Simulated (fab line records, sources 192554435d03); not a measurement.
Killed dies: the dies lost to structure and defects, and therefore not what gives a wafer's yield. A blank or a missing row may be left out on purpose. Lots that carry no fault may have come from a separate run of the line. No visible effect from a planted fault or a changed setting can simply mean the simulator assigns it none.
Matching of chambers / flow n5 finfet / N5_MOL_CONTACT_COAG_STRIP_72 on rie diel-03: 4 sister chambers
The step strips in N2/H2. 4 wafers are shown with their chamber, then 9 later ones without.

WAFERS WITH THEIR CHAMBER
wafer=L077.4; chamber=0; showerhead plenum p Torr (Torr)=2.40
wafer=L077.6; chamber=2; showerhead plenum p Torr (Torr)=2.43
wafer=L086.4; chamber=1; showerhead plenum p Torr (Torr)=2.71
wafer=L086.5; chamber=3; showerhead plenum p Torr (Torr)=2.50

WAFERS WHOSE CHAMBER IS MISSING
wafer=L087.3; showerhead plenum p Torr (Torr)=2.50
wafer=L087.4; showerhead plenum p Torr (Torr)=2.42
wafer=L087.5; showerhead plenum p Torr (Torr)=2.50
wafer=L091.1; showerhead plenum p Torr (Torr)=2.71
wafer=L091.2; showerhead plenum p Torr (Torr)=2.50
wafer=L091.4; showerhead plenum p Torr (Torr)=2.71
wafer=L095.1; showerhead plenum p Torr (Torr)=2.70
wafer=L095.3; showerhead plenum p Torr (Torr)=2.41
wafer=L095.4; showerhead plenum p Torr (Torr)=2.71

CHAMBER TAKEN BY EACH
wafer=L087.3; from the rows above=3; in truth=3
wafer=L087.4; from the rows above=can't be placed: 2 or 0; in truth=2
wafer=L087.5; from the rows above=3; in truth=3
wafer=L091.1; from the rows above=1; in truth=1
wafer=L091.2; from the rows above=3; in truth=3
wafer=L091.4; from the rows above=1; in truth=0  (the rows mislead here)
wafer=L095.1; from the rows above=1; in truth=1
wafer=L095.3; from the rows above=can't be placed: 0 or 2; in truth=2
wafer=L095.4; from the rows above=1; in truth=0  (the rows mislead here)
Correctly placed: 5 of 9. Can't be placed from these rows: 2 (the true chamber is among the candidates in 2). 2 placed wrongly.
How it was worked out, from the rows above alone: a wafer's distance from a chamber is the root of the sum, over the readings, of the square of ((its reading less the chamber's mean) divided by the reading's scatter). The wafer belongs to the nearest chamber; if the next one is less than 2 further off, it can't be placed. The mean given for a chamber averages the wafers shown for that chamber. The scatter: root of mean squared gap, hidden wafer to nearest shown wafer, with one shown wafer a chamber.
